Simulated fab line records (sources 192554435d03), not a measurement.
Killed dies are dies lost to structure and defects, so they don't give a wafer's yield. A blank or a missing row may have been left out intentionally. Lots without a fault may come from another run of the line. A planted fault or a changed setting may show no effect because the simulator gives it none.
Chamber matching / flow n5 finfet / ald metal-02 running N5_HKMG_FIN_ALD_36: 4 sister chambers
The step deposits TiN, target thk 1 nm, pulse time 1 s, purge time 3 s. 4 wafers are shown with their chamber, then 7 later ones without.

## WAFERS, EACH WITH ITS CHAMBER
wafer=L087.5; chamber=3; heater power w (W)=987
wafer=L088.1; chamber=2; heater power w (W)=1008
wafer=L088.6; chamber=0; heater power w (W)=891
wafer=L091.5; chamber=1; heater power w (W)=875

## WAFERS WITH NO CHAMBER GIVEN
wafer=L091.6; heater power w (W)=879
wafer=L095.3; heater power w (W)=958
wafer=L095.5; heater power w (W)=850
wafer=L095.6; heater power w (W)=915
wafer=L097.2; heater power w (W)=873
wafer=L097.3; heater power w (W)=954
wafer=L097.4; heater power w (W)=911

## THE CHAMBER EACH PASSED THROUGH
wafer=L091.6; from the rows above=can't be placed: 1 or 0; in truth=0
wafer=L095.3; from the rows above=can't be placed: 3 or 2 or 0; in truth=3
wafer=L095.5; from the rows above=can't be placed: 1 or 0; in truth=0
wafer=L095.6; from the rows above=can't be placed: 0 or 1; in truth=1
wafer=L097.2; from the rows above=can't be placed: 1 or 0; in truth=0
wafer=L097.3; from the rows above=can't be placed: 3 or 2 or 0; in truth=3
wafer=L097.4; from the rows above=can't be placed: 0 or 1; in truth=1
0 of 7 placed correctly. Not placeable from these rows: 7 (in 7, the candidates include the true chamber). Placed wrongly: 0.
How it was worked out, from the rows above alone: a wafer's distance from a chamber is the root of the sum, over the readings, of the square of ((its reading less the chamber's mean) divided by the reading's scatter). If the next closest chamber is less than 2 further off than the closest, the wafer can't be placed; otherwise it belongs to the closest. The mean given for a chamber averages the wafers shown for that chamber. The scatter: root of mean squared gap, hidden wafer to nearest shown wafer, with one shown wafer a chamber.
